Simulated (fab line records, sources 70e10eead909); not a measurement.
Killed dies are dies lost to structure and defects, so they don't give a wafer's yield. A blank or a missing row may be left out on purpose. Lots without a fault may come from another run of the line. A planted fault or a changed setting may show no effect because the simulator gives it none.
fab line records | flow nand_harc | part 1 of 2: steps 1 to 27 of 39
record lots=5 wafers=15 last_day=31
route steps=1302 shown A_CHANNEL_FILL_D1@501 A_DECK1_JOINT@518
lots that met no fault: from a run of the same line without faults
start_h: hours from the record's first day to the start of the lot's first wafer shown | wait_h: hours since the lot's step before | " the same as in the row above | L1.1+2: a row that stands for several wafers | - no value, or no start given | * or withheld: withheld | < > ~ a bound
route shown NAME@n: a module of which the file shows steps, and the number in the route of the first | usual: mean/standard deviation of fault-free wafers | same: alike in all rows | chamber/n: place in a boat | sites: the reading at each site | _std_site: their standard deviation | _edge_site: outer sites' mean less inner sites' | radius_mm: how far each site lies from the wafer's centre | mask NAME#n: copy n | behind: the tool/chamber that last shaped the wafer | hold: why the lot was held/for how many hours/how that ended | device: the transistor (n, p or np) that didn't switch | end of line: the same wafers' tests at the end of the route | a step without rows: its recipe alone | killed: dies lost to structure and defects at the first sort, not the wafer's yield | map: a wafer's dies, x killed, . not, _ none there
set.NAME: the setting as run; set.NAME@STEP: as run at that earlier step | model.NAME: the simulator's own value behind a step, which no gauge read
lots at some steps of the route; a table a step, a row a wafer
services: from which hour (start_h, from the record's first day; less than 0 if before it) a tool's chamber was out of use, for how many hours, and why
## steps
# step NHARC_A_CHANNEL_FILL_D1_STRIP_28
# recipe time_s=20 o2_flow_sccm=500 ar_flow_sccm=0 bias_w=0 chemistry=O2
# usual drypump_motor_current_A=5.7/0.53 oes_product_au=1.002/0.0099 rf_vpp_V=57.7/0.91 showerhead_plenum_p_Torr=3.55/0.12 throttle_valve_pct=17.035/0.01
# columns lot.wafer tool chamber start_h wait_h drypump_motor_current_A oes_product_au rf_hours_counter_h rf_vpp_V showerhead_plenum_p_Torr throttle_valve_pct
L076.3 rie_diel-11 3 231.15 0.1 6.4 0.994 7.5 56.1 3.44 17.044
L076.4 " 0 " " 5.6 1.004 8.5 57.6 3.52 17.034
L076.6 " 3 " " 6.4 0.998 - 57.7 3.44 17.032
L084.4 rie_diel-10 3 322.66 0.1 5.0 0.992 3.7 57.2 3.31 17.051
L084.1 " 1 " " 5.1 0.992 4.8 57.4 3.37 17.044
L084.6 " 3 " " 5.1 0.996 - 57.1 3.31 17.029
L086.2 rie_diel-11 0 335.52 0.1 5.6 1.001 3.2 56.0 3.52 17.028
L086.1 " 1 " " 6.8 1.003 3.2 58.0 3.66 17.021
L086.4 " 1 " " 6.8 0.999 - 56.6 3.66 17.025
L087.4 rie_diel-09 2 356.91 0.1 5.9 1.007 0.9 57.9 3.71 17.040
L087.3 " 3 " " 6.2 0.980 0.9 56.4 3.52 17.045
L087.5 " 2 " " 5.9 1.002 - 58.3 3.71 17.038
L093.4 rie_diel-09 1 396.94 0.1 5.7 1.014 2.4 56.9 3.56 17.029
L093.6 " 0 " " 5.7 0.996 - 58.0 3.67 17.040
L093.5 " 1 " " 5.7 1.012 - 58.5 3.56 17.021
# step NHARC_A_CHANNEL_FILL_D1_PRECLEAN_21
# recipe time_s=30 chemistry=dHF
# columns lot.wafer tool chamber start_h wait_h
L076.3+4+6 wet_bench-05 3,4,5 231.25 -
L084.6+1+4 wet_bench-09 7,0,4 322.76 -
L086.2+4+1 wet_bench-01 5,6,0 335.63 -
L087.4+3+5 wet_bench-05 7,2,3 357.01 -
L093.5+6+4 wet_bench-05 3,4,6 397.04 -
# step NHARC_A_CHANNEL_FILL_D1_SRD_23
# columns lot.wafer tool chamber start_h wait_h
L076.3+4+6 wet_bench-05 3,4,5 231.28 0.0
L084.6+1+4 wet_bench-09 7,0,4 322.78 0.0
L086.2+4+1 wet_bench-01 5,6,0 335.65 0.0
L087.4+3+5 wet_bench-05 7,2,3 357.03 0.0
L093.5+6+4 wet_bench-05 3,4,6 397.06 0.0
# step NHARC_A_CHANNEL_FILL_D1_CVD_05
# recipe target_thk_a=50 temp_c=550 material=poly-Si
# usual tube_center_temp_C=550/0.055
# columns lot.wafer tool chamber start_h wait_h tube_center_temp_C
L076.3 lpcvd_poly-02 0 234.87 3.6 549.95
L076.4 " 0 " " 550
L076.6 " 0 " " 549.97
L084.1 lpcvd_poly-01 0 325.06 2.3 550.02
L084.4 " 0 " " 550.07
L084.6 " 0 " " 549.97
L086.1 lpcvd_poly-03 0 338.10 2.4 550.08
L086.2 " 0 " " 549.98
L086.4 " 0 " " 550.16
L087.3 lpcvd_poly-01 0 359.27 2.2 550.07
L087.4 " 0 " " 549.97
L087.5 " 0 " " 550.06
L093.4 lpcvd_poly-01 0 399.33 2.3 549.99
L093.5 " 0 " " 549.94
L093.6 " 0 " " 549.98
# step NHARC_A_CHANNEL_FILL_D1_ANNEAL_22
# recipe temp_c=620 time_s=7200
# usual tube_center_temp_C=620.01/0.055
# columns lot.wafer tool chamber start_h wait_h tube_center_temp_C
L076.3 furnace-07 0 241.32 4.6 620.03
L076.4 " 0 " " 619.98
L076.6 " 0 " " 620.12
L084.1 furnace-06 0 330.25 3.4 620.02
L084.4 " 0 " " 619.98
L084.6 " 0 " " 620.11
L086.1 furnace-04 0 343.41 3.5 619.96
L086.2 " 0 " " 619.98
L086.4 " 0 " " 619.99
L087.3 furnace-06 0 364.46 3.3 619.98
L087.4 " 0 " " 620.09
L087.5 " 0 " " 619.95
L093.4 furnace-04 0 401.66 0.5 620.07
L093.5 " 0 " " 620.06
L093.6 " 0 " " 619.91
# step NHARC_A_CHANNEL_FILL_D1_THK_MEAS_06
# recipe thk_meas_gauge=ellipsometry
# usual thk_nm=5.0/1
# columns lot.wafer tool chamber start_h wait_h thk_nm
L076.3 film_metro-01 - 245.37 0.4 6.6
L076.4 " - " " 5.2
L076.6 " - " " 4.6
L084.1 film_metro-02 - 334.30 0.4 5.8
L084.4 " - " " 4.9
L084.6 " - " " 7.1
L086.1 film_metro-02 - 347.43 0.4 4.5
L086.2 " - " " 4.2
L086.4 " - " " 5.4
L087.3 film_metro-01 - 368.44 0.4 3.9
L087.4 " - " " 4.8
L087.5 " - " " 4.3
L093.4 film_metro-01 - 405.64 0.4 6.0
L093.5 " - " " 4.2
L093.6 " - " " 5.7
# step NHARC_A_CHANNEL_FILL_D1_ALD_25
# recipe target_thk_a=600 pulse_time_s=10 ald_cycles=600 temp_c=300 material=SiOx
# usual heater_power_w=474/46 precursor_pulse_height_rel=1.000/0.019
# columns lot.wafer tool chamber start_h wait_h heater_power_w precursor_pulse_height_rel
L076.3 ald_hk-03 0 245.42 0.1 474 0.984
L076.4 " 2 246.65 1.3 475 1.012
L076.6 " 0 247.88 2.5 480 0.987
L084.4 ald_hk-04 3 334.36 0.1 447 1.006
L084.1 " 0 " " 475 0.991
L084.6 " 0 337.42 3.1 484 1.008
L086.4 ald_hk-01 2 347.49 0.1 447 1.025
L086.1 " 3 " " 471 1.007
L086.2 " 1 349.33 1.9 438 1.047
L087.4 ald_hk-04 2 369.73 1.3 493 1.010
L087.3 " 3 " " 426 0.994
L087.5 " 1 371.59 3.1 505 1.022
L093.4 ald_hk-03 3 406.93 1.3 461 0.986
L093.6 " 1 408.16 2.5 571 0.974
L093.5 " 2 " " 506 0.991
# step NHARC_A_CHANNEL_FILL_D1_ETCHBACK_08
# recipe target_depth_a=2200 time_s=110 c4f8_flow_sccm=20 ar_flow_sccm=withheld rf_w=600 bias_w=300 chemistry=C4F8
# usual oes_product_au=0.96/0.039 rf_vpp_V=441.4/2.3
# columns lot.wafer tool chamber start_h wait_h oes_product_au rf_hours_counter_h rf_vpp_V
L076.3 rie_diel-09 3 - - 0.91 4 441.1
L076.4 " 0 " " 0.93 4 443.5
L076.6 " 3 " " 0.92 - 441.0
L084.4 rie_diel-09 2 - - 1.00 1 444.1
L084.1 " 3 " " 0.98 1 443.0
L084.6 " 0 " " 0.99 - 442.1
L086.2 rie_diel-09 3 - - 0.99 1 442.3
L086.4 " 0 " " 0.99 1 445.1
L086.1 " 1 " " 1.02 1 441.4
L087.4 rie_diel-10 0 - - 0.93 8 440.0
L087.3 " 2 " " 0.92 9 442.8
L087.5 " 0 " " 0.92 - 439.8
L093.4 rie_diel-10 1 - - 0.91 - 437.6
L093.5 " 2 " " 0.92 - 443.8
L093.6 " 0 " " 0.91 - 439.9
# step NHARC_A_CHANNEL_FILL_D1_STRIP_29
# recipe time_s=20 o2_flow_sccm=500 ar_flow_sccm=0 bias_w=0 chemistry=O2
# usual drypump_motor_current_A=5.7/0.51 oes_product_au=1.003/0.0091 rf_vpp_V=57.9/0.95 showerhead_plenum_p_Torr=3.56/0.12 throttle_valve_pct=17.037/0.008
# columns lot.wafer tool chamber start_h wait_h drypump_motor_current_A oes_product_au rf_hours_counter_h rf_vpp_V showerhead_plenum_p_Torr throttle_valve_pct
L076.3 rie_diel-09 1 - - 5.7 1.027 4 57.6 3.57 17.031
L076.4 " 3 " " 6.2 1.005 4 57.3 3.53 17.040
L076.6 " 1 " " 5.7 1.027 - 56.1 3.56 17.053
L084.1 rie_diel-09 2 - - 5.9 1.004 1 56.2 3.71 17.027
L084.4 " 0 " " 5.7 1.017 1 57.8 3.67 17.036
L084.6 " 2 " " 5.9 1.003 - 58.6 3.71 17.040
L086.4 rie_diel-09 0 - - 5.7 0.989 1 59.1 3.67 17.030
L086.2 " 1 " " 5.7 1.020 1 57.5 3.56 17.048
L086.1 " 2 " " 5.9 0.995 1 57.6 3.71 17.034
L087.3 rie_diel-10 1 - - 5.1 1.010 10 57.2 3.36 17.036
L087.4 " 2 " " 5.2 0.998 9 58.9 3.66 17.033
L087.5 " 1 " " 5.1 1.005 - 59.4 3.36 17.040
L093.4 rie_diel-10 2 411.43 0.1 5.2 0.992 - 57.0 3.66 17.039
L093.6 " 0 " " 5.0 1.006 - 58.9 3.49 17.047
L093.5 " 1 " " 5.2 0.994 - 59.2 3.36 17.044
# step NHARC_A_CHANNEL_FILL_D1_PRECLEAN_30
# recipe time_s=30 chemistry=dHF
# columns lot.wafer tool chamber start_h wait_h
L076.3+4+6 wet_bench-01 6,1,2 251.21 -
L084.4+1+6 wet_bench-09 5,0,1 340.13 -
L086.2+4+1 wet_bench-01 0,4,5 353.76 -
L087.3+4+5 wet_bench-01 7,1,4 374.32 -
L093.6+5+4 wet_bench-09 6,7,0 411.52 -
# step NHARC_A_CHANNEL_FILL_D1_SRD_31
# columns lot.wafer tool chamber start_h wait_h
L076.3+4+6 wet_bench-01 6,1,2 251.24 0.0
L084.4+1+6 wet_bench-09 5,0,1 340.16 0.0
L086.2+4+1 wet_bench-01 0,4,5 353.79 0.0
L087.3+4+5 wet_bench-01 7,1,4 374.34 0.0
L093.6+5+4 wet_bench-09 6,7,0 411.55 0.0
# step NHARC_A_CHANNEL_FILL_D1_CVD_09
# recipe target_thk_a=1500 temp_c=620 pressure_mtorr=200 time_s=3000 material=poly-Si
# usual tube_center_temp_C=620/0.055
# columns lot.wafer tool chamber start_h wait_h tube_center_temp_C
L076.3 lpcvd_poly-01 0 253.51 2.3 620.11
L076.4 " 0 " " 620.1
L076.6 " 0 " " 620.08
L084.1 lpcvd_poly-01 0 342.43 - 619.96
L084.4 " 0 " " 620.04
L084.6 " 0 " " 620.04
L086.1 lpcvd_poly-03 0 356.24 2.4 619.95
L086.2 " 0 " " 620.04
L086.4 " 0 " " 619.91
L087.3 lpcvd_poly-03 0 376.80 2.5 619.97
L087.4 " 0 " " 620.04
L087.5 " 0 " " 620.02
L093.4 lpcvd_poly-01 0 413.82 2.3 620.07
L093.5 " 0 " " 619.97
L093.6 " 0 " " 620
# step NHARC_A_CHANNEL_FILL_D1_CMP_10
# recipe target_thk_nm=150
# usual motor_current_A=11.8/1.2 slurry_filter_dp_kPa=13.50/0.15 time_to_endpoint_s=15.6/2.6
# columns lot.wafer tool chamber start_h wait_h motor_current_A slurry_filter_dp_kPa time_to_endpoint_s
L076.4 cmp-01 2 256.76 0.4 11.2 13.39 19.4
L076.3 " 0 " " 11.2 13.67 17.7
L076.6 " 1 " " 10.9 13.66 16.8
L084.4 cmp-04 1 345.70 0.4 11.4 13.63 18.5
L084.1 " 2 " " 10.5 13.55 13.9
L084.6 " 3 " " 14.5 13.54 13.3
L086.4 cmp-02 2 359.38 0.4 11.3 13.26 13.7
L086.1 " 3 " " 13.4 13.58 8.8
L086.2 " 1 " " 10.8 13.75 13.4
L087.3 cmp-02 1 379.99 0.4 11.7 13.56 15.6
L087.4 " 2 " " 11.8 13.36 18.4
L087.5 " 1 " " 10.8 13.67 16.3
L093.4 cmp-01 3 416.98 0.4 10.2 13.49 16.8
L093.6 " 3 " " 10.6 13.61 18.7
L093.5 " 0 " " 11.5 13.55 15.6
# step NHARC_A_CHANNEL_FILL_D1_SRD_12
# columns lot.wafer tool chamber start_h wait_h
L076.4+6+3 wet_bench-09 3,4,5 257.04 0.0
L084.6+1+4 wet_bench-01 6,1,2 345.94 0.0
L086.2+1+4 wet_bench-05 6,1,3 359.68 0.0
L087.3+5+4 wet_bench-01 4,7,1 380.28 0.0
L093.6+5+4 wet_bench-05 3,4,7 417.28 0.0
# step NHARC_A_CHANNEL_FILL_D1_INSPECT_13
# usual raw_defect_count=309/96
# columns lot.wafer tool chamber start_h wait_h raw_defect_count
L076.3 defect_inspect-02 - 257.15 0.0 376
L076.4 " - " " 399
L076.6 " - " " 218
L084.1 defect_inspect-02 - 346.06 0.0 430
L084.4 " - " " 408
L084.6 " - " " 331
L086.1 defect_inspect-01 - 359.80 0.0 274
L086.2 " - " " 212
L086.4 " - " " 182
L087.3 defect_inspect-02 - 380.40 0.0 542
L087.4 " - " " 335
L087.5 " - " " 283
L093.4 defect_inspect-02 - 417.39 0.0 398
L093.5 " - " " 404
L093.6 " - " " 381
# step NHARC_A_DECK1_JOINT_ETCHBACK_07
# recipe target_depth_a=1050 time_s=26.9 hbr_flow_sccm=150 rf_w=350 icp_w=350 bias_w=60 chemistry=HBr
# usual drypump_motor_current_A=5.9/0.47 oes_product_au=1.003/0.0084 throttle_valve_pct=23.266/0.0087
# columns lot.wafer tool chamber start_h wait_h drypump_motor_current_A oes_product_au rf_hours_counter_h throttle_valve_pct
L076.3 rie_si-01 1 257.23 0.1 5.5 1.019 0.4 23.262
L076.4 " 2 " " 5.0 1.008 0.3 23.272
L076.6 " 0 " " 6.3 1.002 - 23.262
L084.4 rie_si-02 0 346.14 0.1 5.2 1.004 0.3 23.262
L084.1 " 1 " " 6.1 0.995 0.4 23.260
L084.6 " 3 " " 5.5 1.013 - 23.284
L086.4 rie_si-05 2 359.86 0.1 5.7 0.985 0.3 23.274
L086.1 " 3 " " 5.9 1.008 0.4 23.278
L086.2 " 1 " " 5.8 0.995 0.3 23.268
L087.3 rie_si-02 2 380.47 0.1 6.4 0.998 0.6 23.262
L087.4 " 0 " " 5.2 1.011 0.5 23.249
L087.5 " 1 " " 6.0 1.006 - 23.270
L093.4 rie_si-05 1 417.49 0.1 5.9 0.988 0.6 23.275
L093.5 " 2 " " 5.8 0.992 - 23.276
L093.6 " 3 " " 5.9 1.005 - 23.274
# step NHARC_A_DECK1_JOINT_ETCH_25
# recipe target_depth_a=5 chemistry=dHF material=SiO2
# columns lot.wafer tool chamber start_h wait_h
L076.3+6+4 wet_bench-06 4,5,6 257.35 0.1
L084.4+6+1 wet_bench-02 6,7,2 346.27 0.1
L086.1+2+4 wet_bench-06 6,2,3 360.00 0.1
L087.3+5+4 wet_bench-06 5,7,0 380.62 0.1
L093.4+5+6 wet_bench-06 1,4,5 417.59 0.1
# step NHARC_A_DECK1_JOINT_ETCH_19
# recipe temp_c=25 target_depth_a=30 chemistry=TMAH material=poly-Si
# columns lot.wafer tool chamber start_h wait_h
L076.3+6+4 wet_bench-06 4,5,6 257.39 0.0
L084.4+6+1 wet_bench-02 6,7,2 346.30 0.0
L086.1+2+4 wet_bench-06 6,2,3 360.03 0.0
L087.3+5+4 wet_bench-06 5,7,0 380.65 0.0
L093.4+5+6 wet_bench-06 1,4,5 417.66 0.1
# step NHARC_A_DECK1_JOINT_ETCH_18
# recipe target_depth_a=30 chemistry=dHF material=SiO2
# columns lot.wafer tool chamber start_h wait_h
L076.3+6+4 wet_bench-06 4,5,6 - -
L084.4+6+1 wet_bench-02 6,7,2 - -
L086.1+2+4 wet_bench-06 6,2,3 - -
L087.3+5+4 wet_bench-06 5,7,0 - -
L093.4+5+6 wet_bench-06 1,4,5 - -
# step NHARC_A_DECK1_JOINT_WET_08
# recipe temp_c=160 time_s=86 chemistry=H3PO4
# columns lot.wafer tool chamber start_h wait_h
L076.3+4+6 wet_h3po4-01 0 259.20 -
L084.1+4+6 wet_h3po4-01 0 348.10 -
L086.1+2+4 wet_h3po4-01 0 361.84 -
L087.3+4+5 wet_h3po4-01 0 382.45 -
L093.4+5+6 wet_h3po4-01 0 419.48 -
# step NHARC_A_DECK1_JOINT_ETCH_09
# recipe target_depth_a=50 chemistry=dHF material=SiO2
# columns lot.wafer tool chamber start_h wait_h
L076.4+3+6 wet_bench-06 7,0,4 259.75 0.0
L084.4+1+6 wet_bench-02 6,7,0 348.67 0.0
L086.4+2+1 wet_bench-02 5,7,1 362.40 0.0
L087.5+4+3 wet_bench-06 3,5,7 382.99 0.0
L093.4+5+6 wet_bench-07 1,2,4 420.04 0.0
# step NHARC_A_DECK1_JOINT_WET_10
# recipe temp_c=160 time_s=86 chemistry=H3PO4
# columns lot.wafer tool chamber start_h wait_h
L076.3+4+6 wet_h3po4-02 0 261.45 1.7
L084.1+4+6 wet_h3po4-01 1 350.34 1.7
L086.1+2+4 wet_h3po4-02 1 364.09 1.7
L087.3+4+5 wet_h3po4-01 0 384.69 1.7
L093.4+5+6 wet_h3po4-01 1 421.73 1.7
# step NHARC_A_DECK1_JOINT_ETCH_11
# recipe target_depth_a=350 chemistry=dHF material=SiO2
# columns lot.wafer tool chamber start_h wait_h
L076.6+3+4 wet_bench-07 3,5,7 261.99 0.0
L084.1+4+6 wet_bench-02 2,3,4 350.89 0.0
L086.4+1+2 wet_bench-02 6,7,1 364.67 0.1
L087.3+4+5 wet_bench-06 1,2,4 385.29 0.1
L093.5+4+6 wet_bench-06 6,2,3 422.28 0.0
# step NHARC_A_DECK1_JOINT_CVD_12
# recipe target_thk_a=900 temp_c=620 pressure_mtorr=200 time_s=1800 material=poly-Si
# usual tube_center_temp_C=620/0.061
# columns lot.wafer tool chamber start_h wait_h tube_center_temp_C
L076.3 lpcvd_poly-03 0 264.67 2.6 620
L076.4 " 0 " " 620.04
L076.6 " 0 " " 619.95
L084.1 lpcvd_poly-04 0 353.56 2.6 619.98
L084.4 " 0 " " 620.03
L084.6 " 0 " " 619.98
L086.1 lpcvd_poly-01 0 367.14 2.4 620.05
L086.2 " 0 " " 620
L086.4 " 0 " " 620.06
L087.3 lpcvd_poly-04 0 388.36 3.1 620.07
L087.4 " 0 " " 620.07
L087.5 " 0 " " 619.99
L093.4 lpcvd_poly-01 0 424.77 2.3 619.98
L093.5 " 0 " " 620.05
L093.6 " 0 " " 620.01
# step NHARC_A_DECK1_JOINT_CMP_13
# recipe target_thk_nm=51.023
# usual motor_current_A=12.1/1.2 slurry_filter_dp_kPa=13.51/0.14 time_to_endpoint_s=9.9/2.7
# columns lot.wafer tool chamber start_h wait_h motor_current_A slurry_filter_dp_kPa time_to_endpoint_s
L076.3 cmp-03 0 267.58 0.4 11.9 13.65 6.2
L076.4 " 2 " " 10.5 13.49 9.7
L076.6 " 0 " " 12.4 13.52 5.7
L084.1 cmp-04 2 356.46 0.4 10.9 13.41 5.5
L084.4 " 3 " " 14.7 13.46 7.7
L084.6 " 3 " " 14.3 13.60 8.4
L086.1 cmp-04 0 370.00 0.4 12.3 13.67 10.2
L086.4 " 1 " " 12.1 13.36 11.7
L086.2 " 2 " " 11.0 13.45 6.0
L087.3 cmp-03 3 391.26 0.4 13.1 13.43 13.4
L087.4 " 0 " " 11.9 13.57 6.8
L087.5 " 3 " " 12.8 13.40 13.5
L093.4 cmp-03 2 427.67 0.4 11.6 13.61 13.1
L093.6 " 0 " " 11.9 13.55 9.8
L093.5 " 1 " " 11.1 13.30 10.7
# step NHARC_A_DECK1_JOINT_THK_MEAS_14
# recipe thk_meas_gauge=ellipsometry
# usual thk_nm=51.1/1.6
# columns lot.wafer tool chamber start_h wait_h thk_nm
L076.3 film_metro-02 - 267.82 0.2 49.8
L076.4 " - " " 51.8
L076.6 " - " " 50.2
L084.1 film_metro-01 - 356.71 0.2 50.9
L084.4 " - " " 48.8
L084.6 " - " " 51.2
L086.1 film_metro-02 - 370.26 0.2 48.1
L086.2 " - " " 49.0
L086.4 " - " " 50.6
L087.3 film_metro-02 - 391.49 0.2 49.6
L087.4 " - " " 48.1
L087.5 " - " " 50.3
L093.4 film_metro-02 - 427.88 0.2 51.9
L093.5 " - " " 50.8
L093.6 " - " " 50.1
# step NHARC_A_DECK1_JOINT_SRD_04
# columns lot.wafer tool chamber start_h wait_h
L076.6+3+4 wet_bench-07 1,2,4 267.86 0.0
L084.4+1+6 wet_bench-06 3,5,6 356.76 0.0
L086.1+2+4 wet_bench-07 3,4,7 370.30 0.0
L087.3+4+5 wet_bench-06 7,0,2 391.53 0.0
L093.6+5+4 wet_bench-07 7,0,1 427.93 0.0
